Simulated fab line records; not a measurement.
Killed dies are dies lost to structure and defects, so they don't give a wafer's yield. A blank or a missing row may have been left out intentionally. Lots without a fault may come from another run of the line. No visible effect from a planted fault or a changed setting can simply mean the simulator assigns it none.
fab line records | flow n5_finfet
record: lots: 7 wafers: 21
route steps=1938 shown WELL_APT@39 FIN_SAQP@103 FIN_CUT@176 DUMMY_GATE@234
start_h: the number of hours between the record's first day and the start of the first shown wafer of the lot | wait_h: hours since the lot's step before | " same as the row above | L1.1+2: a row that stands for several wafers | - no value, or no start was given | * or withheld: withheld | < > ~ a bound
route shown NAME@n: NAME is a module with steps in the file, n the number in the route of the first one | usual: mean and standard deviation over wafers with no fault | same: alike in all rows | chamber/n: place in a boat | sites: each site's reading | _std_site: standard deviation of those values | _edge_site: outer sites' mean less inner sites' | radius_mm: for every site, how far away it sits from the centre of the wafer | mask NAME#n: copy n | behind: the most recent tool/chamber to have shaped the wafer | hold: what put the lot on hold/how long, in hours/how the hold closed | device: the n, p or np transistor that did not switch | end of line: at the end of the route, the tests of the same wafers | where a step has no rows: the recipe by itself | killed: at the first sort, the dies lost to defects and structure; wafer yield is something else | map: the dies of a wafer, with x for killed, . for not killed, _ for no die there
set.NAME: setting as actually run; set.NAME@STEP: the setting as run at that earlier step | model.NAME: the simulator's own value behind a step, which no gauge read
one table per step and one row per wafer, for lots whose settings were changed on purpose
== steps ==
step: N5_WELL_APT_EXPOSE_22
recipe: mask_id: PWELL na: 0.8 source_shape: conventional sigma_outer: 0.8 polarization: unpolarized defocus_nm: 0 target_cd_nm: 200 dose_mj: 23.2
columns lot.wafer tool chamber start_h wait_h mask set.dose_mj
L074.1 krf_scanner-02 0 14.80 - PWELL#0 22.46
L074.2+6 " 0 " " PWELL#0 23.2
L075.1+2+3 krf_scanner-02 0 20.86 - PWELL#0 23.2
L082.2+3+5 krf_scanner-02 0 62.85 - PWELL#0 22.56
L084.2 krf_scanner-02 0 74.92 - PWELL#0 22.29
L084.3+6 " 0 " " PWELL#0 23.2
L085.1+4 krf_scanner-01 0 80.71 - PWELL#0 23.2
L085.6 " 0 " " PWELL#0 23.69
L087.1 krf_scanner-02 0 92.77 - PWELL#0 23.2
L087.2+5 " 0 " " PWELL#0 21.75
L097.1+2+5 krf_scanner-01 0 153.18 - PWELL#0 23.2
step: N5_WELL_APT_PEB_23
recipe: peb_temp_c: 130 peb_time_s: 90
columns lot.wafer tool chamber start_h wait_h set.peb_time_s
L074.1+2+6 litho_track-03 0 14.85 0.1 90
L075.1+2+3 litho_track-03 0 20.91 0.1 90
L082.2+3 litho_track-03 0 62.90 0.0 90
L082.5 " 0 " " 109.8
L084.2+3 litho_track-02 0 74.97 0.0 96.52
L084.6 " 0 " " 90
L085.1+6 litho_track-05 0 80.76 0.1 103.1
L085.4 " 0 " " 90
L087.1+2+5 litho_track-05 0 92.82 0.1 84.07
L097.1+5 litho_track-02 0 153.23 0.1 101
L097.2 " 0 " " 90
step: N5_WELL_APT_DEVELOP_24
recipe: develop_time_s: 45 rinse_liquid: surfactant_rinse dry: air_spin dev_temp_c: 21
step: N5_WELL_APT_HARDBAKE_29
recipe: temp_c: 130 time_s: 120
step: N5_WELL_APT_CD_MEAS_25
recipe: target_cd_nm: 200 landing_energy_ev: 500 detector: se_inlens
usual: cd_nm: 200.6/1.6
columns lot.wafer tool chamber start_h wait_h set.dose_mj@WELL_APT_EXPOSE_22 set.peb_time_s@WELL_APT_PEB_23 cd_nm
L074.1 cd_sem-02 0 14.97 - 22.46 90 193.5
L074.2 " 0 " " 23.2 90 201.9
L074.6 " 0 " " 23.2 90 200.1
L075.1 cd_sem-01 0 21.03 - 23.2 90 202.6
L075.2 " 0 " " 23.2 90 201.6
L075.3 " 0 " " 23.2 90 200.2
L082.2 cd_sem-02 0 63.01 - 22.56 90 192.7
L082.3 " 0 " " 22.56 90 192.7
L082.5 " 0 " " 22.56 109.8 200.8
L084.2 cd_sem-01 0 75.09 - 22.29 96.52 193.6
L084.3 " 0 " " 23.2 96.52 203.9
L084.6 " 0 " " 23.2 90 200.1
L085.1 cd_sem-01 0 80.88 - 23.2 103.1 206.9
L085.4 " 0 " " 23.2 90 201.4
L085.6 " 0 " " 23.69 103.1 210.5
L087.1 cd_sem-01 0 92.94 - 23.2 84.07 198.4
L087.2 " 0 " " 21.75 84.07 185.5
L087.5 " 0 " " 21.75 84.07 186.0
L097.1 cd_sem-02 0 153.35 - 23.2 101 203.7
L097.2 " 0 " " 23.2 90 199.7
L097.5 " 0 " " 23.2 101 204.3
step: N5_WELL_APT_DESCUM_30
recipe: chemistry: O2 time_s: 7.9 source_power_w: 50 bias_power_w: 20 pressure_mtorr: 20 rf_frequency_hz: 2.712e+07 temp_c: 40 o2_flow_sccm: 225
columns lot.wafer tool chamber start_h wait_h set.dose_mj@WELL_APT_EXPOSE_22 set.peb_time_s@WELL_APT_PEB_23 model.WELL_APT.cd_nm
L074.1 rie_diel-06 2 15.13 0.1 22.46 90 193.6
L074.2 " 1 " " 23.2 90 202
L074.6 " 1 " " 23.2 90 200.1
L075.1 rie_diel-01 3 21.12 0.0 23.2 90 202.4
L075.2 " 0 " " 23.2 90 201.5
L075.3 " 1 " " 23.2 90 200.4
L082.2+3 rie_diel-06 0,2 63.11 0.0 22.56 90 192.6
L082.5 " 2 " " 22.56 109.8 200.5
L084.2 rie_diel-03 0 75.62 0.5 22.29 96.52 193.6
L084.3 " 2 " " 23.2 96.52 203.8
L084.6 " 0 " " 23.2 90 200.2
L085.1 rie_diel-06 0 80.97 0.0 23.2 103.1 207
L085.4 " 1 " " 23.2 90 201.3
L085.6 " 3 " " 23.69 103.1 210.4
L087.1 rie_diel-03 0 93.03 0.0 23.2 84.07 198.3
L087.2 " 2 " " 21.75 84.07 185.1
L087.5 " 2 " " 21.75 84.07 186.2
L097.1 rie_diel-01 0 153.48 0.1 23.2 101 204.1
L097.2 " 1 " " 23.2 90 199.7
L097.5 " 2 " " 23.2 101 204.2
step: N5_FIN_SAQP_COAT_49
recipe: resist: SOC temp_c: 250 time_s: 60 spin_rpm: 1500 resist_thk_nm: 100
columns lot.wafer tool chamber start_h wait_h set.spin_rpm model.SOC_of_FIN_SAQP_COAT_49.thk_nm
L074.1 litho_track-01 0 22.37 0.1 1344 105.6
L074.2 " 0 " " 1500 99.96
L074.6 " 0 " " 1344 105.2
L075.1 litho_track-01 0 27.65 0.1 1500 100
L075.2+3 " 0 " " 1500 100.3
L082.2 litho_track-02 0 70.36 0.1 1364 105.1
L082.3 " 0 " " 1364 104.6
L082.5 " 0 " " 1500 100.1
L084.2 litho_track-01 0 84.02 0.1 1637 95.55
L084.3 " 0 " " 1637 95.64
L084.6 " 0 " " 1500 99.91
L085.1 litho_track-03 0 86.80 0.1 1565 98.26
L085.4 " 0 " " 1565 98.14
L085.6 " 0 " " 1565 98.01
L087.1 litho_track-02 0 99.53 0.1 1500 100.1
L087.2 " 0 " " 1339 105.8
L087.5 " 0 " " 1500 100.4
L097.1 litho_track-01 0 159.52 0.1 1560 97.97
L097.2 " 0 " " 1500 100.2
L097.5 " 0 " " 1500 100
step: N5_FIN_SAQP_DEVELOP_15
recipe: develop_time_s: 30 developer: TMAH resist: CAR-ArF dev_temp_c: 23 rinse_liquid: diw dry: air_spin
columns lot.wafer tool chamber start_h wait_h set.develop_time_s
L074.1+2 litho_track-01 0 - - 34.05
L074.6 " 0 " " 30
L075.1+2+3 litho_track-01 0 - - 30
L082.2+5 litho_track-01 0 - - 30
L082.3 " 0 " " 33.22
L084.2+3 litho_track-01 0 - - 30
L084.6 " 0 " " 26.18
L085.1+4+6 litho_track-02 0 - - 30
L087.1+2 litho_track-03 0 - - 30
L087.5 " 0 " " 24.59
L097.1+5 litho_track-01 0 - - 35.66
L097.2 " 0 " " 30
step: N5_FIN_SAQP_DESCUM_21
recipe: chemistry: O2 time_s: 7.9 source_power_w: 50 bias_power_w: 20 pressure_mtorr: 20 rf_frequency_hz: 2.712e+07 temp_c: 40 resist: CAR-ArF o2_flow_sccm: 225
step: N5_FIN_SAQP_ETCH_51
recipe: chemistry: CF4 target: SiARC target_depth_a: 455 mask_material: CAR-ArF time_s: 75.8 ion_energy_ev: 80 pressure_mtorr: 40 source_w: 545 bias_w: 36 Ar_flow_sccm: 100 cf4_flow_sccm: 100 ends: cleared
step: N5_FIN_SAQP_ETCH_52
recipe: chemistry: N2/H2 target: SOC target_depth_a: 1000 overetch_a: 200 mask_material: SiARC temp_c: 40 time_s: 150 ion_energy_ev: 200 pressure_mtorr: 30 source_w: 840 bias_w: 150 n2_flow_sccm: 200 h2_flow_sccm: 200 ends: end_point
columns lot.wafer tool chamber start_h wait_h set.spin_rpm@FIN_SAQP_COAT_49 model.etch.depth_nm
L074.1 rie_diel-06 3 22.93 0.0 1344 105.6
L074.2 " 0 " " 1500 99.96
L074.6 " 1 " " 1344 105.2
L075.1 rie_diel-03 2 28.21 0.0 1500 100
L075.2+3 " 1,3 " " 1500 100.3
L082.2 rie_diel-06 0 70.92 0.0 1364 105.1
L082.3 " 3 " " 1364 104.6
L082.5 " 0 " " 1500 100.1
L084.2 rie_diel-01 2 84.95 0.0 1637 95.55
L084.3 " 1 " " 1637 95.64
L084.6 " 3 " " 1500 99.91
L085.1 rie_diel-06 3 87.35 0.0 1565 98.26
L085.4 " 1 " " 1565 98.14
L085.6 " 1 " " 1565 98.01
L087.1 rie_diel-06 3 99.97 0.0 1500 100.1
L087.2 " 0 " " 1339 105.8
L087.5 " 1 " " 1500 100.4
L097.1 rie_diel-01 1 159.96 0.0 1560 97.97
L097.2 " 0 " " 1500 100.2
L097.5 " 0 " " 1500 100
step: N5_FIN_SAQP_STRIP_53
recipe: chemistry: N2/H2 temp_c: 40 n2_flow_sccm: 200 h2_flow_sccm: 200 rf_frequency_hz: 6e+07
step: N5_FIN_SAQP_HM_OPEN_73
recipe: chemistry: CHF3/O2 target: SiO2 stop_on: a-Si target_depth_a: 120 over_etch_frac: 1.8 mask_material: SOC time_s: 16.8 pressure_mtorr: 30 source_w: 650 bias_w: 170 Ar_flow_sccm: 200 CHF3_flow_sccm: 50 O2_flow_sccm: 5 ion_energy_ev: 200 ends: end_point
step: N5_FIN_SAQP_STRIP_74
recipe: chemistry: CHF3/O2 resist: SiARC rf_frequency_hz: 6e+07
step: N5_FIN_SAQP_MANDREL_ETCH_22
recipe: target_depth_a: 600 chemistry: HBr/Cl2 target: a-Si stop_on: SiNx bt_time_s: 10 over_etch_frac: 0.5 time_s: 30 pressure_mtorr: 10 icp_w: 800 bias_w: 75 HBr_flow_sccm: 150 Cl2_flow_sccm: 80 ends: end_point
columns lot.wafer tool chamber start_h wait_h set.spin_rpm@FIN_SAQP_COAT_49 model.SOC_of_FIN_SAQP_COAT_49.thk_nm
L074.1 rie_si-05 2 23.12 0.0 1344 81.99
L074.2 " 3 " " 1500 76.32
L074.6 " 0 " " 1344 81.8
L075.1 rie_si-02 3 28.40 0.0 1500 76.31
L075.2 " 1 " " 1500 76.5
L075.3 " 2 " " 1500 76.42
L082.2 rie_si-05 1 71.11 0.0 1364 81.49
L082.3 " 0 " " 1364 80.91
L082.5 " 0 " " 1500 76.13
L084.2 rie_si-02 1 85.14 0.0 1637 71.28
L084.3 " 2 " " 1637 71.4
L084.6 " 0 " " 1500 76.43
L085.1 rie_si-02 2 87.54 0.0 1565 73.97
L085.4 " 1 " " 1565 73.76
L085.6 " 0 " " 1565 74.02
L087.1 rie_si-01 0 100.16 0.0 1500 76.21
L087.2 " 2 " " 1339 82
L087.5 " 2 " " 1500 76.37
L097.1 rie_si-05 0 160.15 0.0 1560 74.19
L097.2 " 1 " " 1500 76.26
L097.5 " 2 " " 1500 76.06
step: N5_FIN_CUT_CUT_ETCH_15
recipe: chemistry: HBr/Cl2/O2 target: Si target_depth_a: 1000 bt_time_s: 10 mask_material: SOC time_s: 42.4 ion_energy_ev: * bias_w: * pressure_mtorr: 10 icp_w: 800 HBr_flow_sccm: 150 Cl2_flow_sccm: 80 O2_flow_sccm: 12
columns lot.wafer tool chamber start_h wait_h set.time_s model.etch.depth_nm model.FIN_CUT.feature_depth_nm model.SOC_of_FIN_CUT_COAT_18.thk_nm
L074.1 rie_si-04 0 32.69 0.1 42.4 98.23 98.2 171.4
L074.2 " 1 " " 46.97 109.7 109.6 165.8
L074.6 " 0 " " 46.97 109 109 166.6
L075.1 rie_si-04 0 34.49 0.1 42.4 100.6 100.6 170.6
L075.2 " 1 " " 42.4 100.5 100.4 170.6
L075.3 " 3 " " 42.4 99.3 99.4 171
L082.2 rie_si-03 1 76.36 0.1 42.4 100.4 100.4 170.2
L082.3 " 2 " " 39.43 92.67 92.6 173
L082.5 " 3 " " 39.43 93.4 93.4 173.2
L084.2 rie_si-04 1 91.27 0.1 42.4 99.42 99.4 169.4
L084.3 " 3 " " 35.7 83.31 83.4 176
L084.6 " 0 " " 35.7 83.21 83.2 176
L085.1 rie_si-06 1 93.45 0.1 46.18 107.1 107 166.8
L085.4 " 0 " " 42.4 100.2 100.2 170.2
L085.6 " 0 " " 46.18 108.1 108 166.4
L087.1 rie_si-03 0 105.66 0.1 46.15 106.2 106.2 169.6
L087.2 " 1 " " 42.4 99.95 100 170.4
L087.5 " 2 " " 42.4 99.41 99.4 171
L097.1 rie_si-06 3 165.23 0.1 35.45 82.35 82.4 177
L097.2 " 0 " " 35.45 82.48 82.4 177.6
L097.5 " 3 " " 42.4 98.48 98.4 172.2
step: N5_DUMMY_GATE_DESCUM_20
recipe: chemistry: O2 time_s: 6.2 source_power_w: 50 bias_power_w: 20 pressure_mtorr: 20 rf_frequency_hz: 2.712e+07 temp_c: 40 resist: CAR-EUV o2_flow_sccm: 225
columns lot.wafer tool chamber start_h wait_h set.time_s model.CAR-EUV_of_DUMMY_GATE_COAT_09.thk_nm
L074.1 rie_diel-02 2 52.14 0.0 6.2 26.6
L074.2+6 " 1,2 " " 6.2 26.4
L075.1+2 rie_diel-04 3,1 53.91 0.1 6.2 26.4
L075.3 " 0 " " 6.2 26.6
L082.2+3 rie_diel-02 0,2 94.05 0.0 7.3 26
L082.5 " 0 " " 6.2 26.6
L084.2+3+6 rie_diel-05 0,3,2 110.28 0.0 4.809 27.2
L085.1+4+6 rie_diel-02 1,3,3 112.14 0.1 6.2 26.6
L087.1+2+5 rie_diel-04 1,2,3 123.41 0.0 6.2 26.4
L097.1+2 rie_diel-02 1,0 184.92 0.0 6.2 26.6
L097.5 " 2 " " 7.586 26
step: N5_DUMMY_GATE_ETCH_29
recipe: chemistry: N2/H2 target: underlayer target_depth_a: 130 ion_energy_ev: 200 pressure_mtorr: 30 source_w: 840 bias_w: 150 n2_flow_sccm: 200 h2_flow_sccm: 200
columns lot.wafer tool chamber start_h wait_h set.time_s@DUMMY_GATE_DESCUM_20 model.CAR-EUV_of_DUMMY_GATE_COAT_09.thk_nm
L074.1+2+6 rie_diel-02 2,1,2 52.21 0.0 6.2 19
L075.1+2 rie_diel-04 3,1 53.97 0.0 6.2 18.8
L075.3 " 0 " " 6.2 19
L082.2 rie_diel-02 0 94.11 0.0 7.3 18.6
L082.3 " 2 " " 7.3 18.4
L082.5 " 0 " " 6.2 19.2
L084.2+6 rie_diel-05 0,2 110.35 0.0 4.809 19.8
L084.3 " 3 " " 4.809 20
L085.1+4+6 rie_diel-02 1,3,3 112.21 0.0 6.2 19
L087.1+2+5 rie_diel-04 1,2,3 123.47 0.0 6.2 18.8
L097.1 rie_diel-02 1 184.99 0.0 6.2 19
L097.2 " 0 " " 6.2 19.2
L097.5 " 2 " " 7.586 18.4
step: N5_DUMMY_GATE_ETCH_37
recipe: chemistry: N2/H2 target: SOC target_depth_a: 600 overetch_a: 300 temp_c: 40 ion_energy_ev: 200 pressure_mtorr: 30 source_w: 840 bias_w: 150 n2_flow_sccm: 200 h2_flow_sccm: 200
usual: rf_vpp_V: 523.5/2.2
columns lot.wafer tool chamber start_h wait_h set.source_w rf_vpp_V
L074.1 rie_diel-02 2 52.29 0.0 840 523.9
L074.2 " 1 " " 840 519.2
L074.6 " 2 " " 840 525.1
L075.1 rie_diel-04 3 54.05 0.0 840 521.2
L075.2 " 1 " " 840 521.8
L075.3 " 0 " " 840 524.4
L082.2 rie_diel-02 0 94.19 0.0 914.4 508.9
L082.3 " 2 " " 840 524.1
L082.5 " 0 " " 840 523.6
L084.2 rie_diel-05 0 110.43 0.0 840 523.6
L084.3 " 3 " " 840 522.8
L084.6 " 2 " " 840 523.3
L085.1 rie_diel-02 1 112.29 0.0 840 519.8
L085.4 " 3 " " 887.3 514.2
L085.6 " 3 " " 840 523.8
L087.1 rie_diel-04 1 123.55 0.0 840 520.1
L087.2 " 2 " " 930.2 510.0
L087.5 " 3 " " 840 519.1
L097.1 rie_diel-02 1 185.07 0.0 840 529.7
L097.2 " 0 " " 906.9 510.5
L097.5 " 2 " " 840 524.3
== key ==
split: step: N5_WELL_APT_EXPOSE_22 setting: dose_mj stated: 23.2 by: wafer
response: step: N5_WELL_APT_CD_MEAS_25 reading: cd_nm slope: +2.16 per: 1% together_with: peb_time_s@WELL_APT_PEB_23 explained: 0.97
response: step: N5_WELL_APT_DESCUM_30 reading: model.WELL_APT.cd_nm slope: +2.15 per: 1% together_with: peb_time_s@WELL_APT_PEB_23 explained: 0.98
split: step: N5_WELL_APT_PEB_23 setting: peb_time_s stated: 90 by: wafer
response: step: N5_WELL_APT_CD_MEAS_25 reading: cd_nm slope: +0.361 per: 1% together_with: dose_mj@WELL_APT_EXPOSE_22 explained: 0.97
response: step: N5_WELL_APT_DESCUM_30 reading: model.WELL_APT.cd_nm slope: +0.36 per: 1% together_with: dose_mj@WELL_APT_EXPOSE_22 explained: 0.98
split: step: N5_FIN_SAQP_COAT_49 setting: spin_rpm stated: 1500 by: wafer
response: step: N5_FIN_SAQP_COAT_49 reading: model.SOC_of_FIN_SAQP_COAT_49.thk_nm change: -0.514 per: 1% r: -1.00
response: step: N5_FIN_SAQP_ETCH_52 reading: model.etch.depth_nm change: -0.514 per: 1% r: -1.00
response: step: N5_FIN_SAQP_MANDREL_ETCH_22 reading: model.SOC_of_FIN_SAQP_COAT_49.thk_nm change: -0.542 per: 1% r: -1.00
split: step: N5_FIN_SAQP_DEVELOP_15 setting: develop_time_s stated: 30 by: wafer
response none clear
split: step: N5_FIN_CUT_CUT_ETCH_15 setting: time_s stated: 42.4 by: wafer
response: step: N5_FIN_CUT_CUT_ETCH_15 reading: model.etch.depth_nm change: +0.966 per: 1% r: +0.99
response: step: N5_FIN_CUT_CUT_ETCH_15 reading: model.FIN_CUT.feature_depth_nm change: +0.964 per: 1% r: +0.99
response: step: N5_FIN_CUT_CUT_ETCH_15 reading: model.SOC_of_FIN_CUT_COAT_18.thk_nm change: -0.364 per: 1% r: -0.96
split: step: N5_DUMMY_GATE_DESCUM_20 setting: time_s stated: 6.2 by: wafer
response: step: N5_DUMMY_GATE_DESCUM_20 reading: model.CAR-EUV_of_DUMMY_GATE_COAT_09.thk_nm change: -0.0295 per: 1% r: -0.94
response: step: N5_DUMMY_GATE_ETCH_29 reading: model.CAR-EUV_of_DUMMY_GATE_COAT_09.thk_nm change: -0.0345 per: 1% r: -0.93
split: step: N5_DUMMY_GATE_ETCH_37 setting: source_w stated: 840 by: wafer
response: step: N5_DUMMY_GATE_ETCH_37 reading: rf_vpp_V change: -1.42 per: 1% r: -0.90
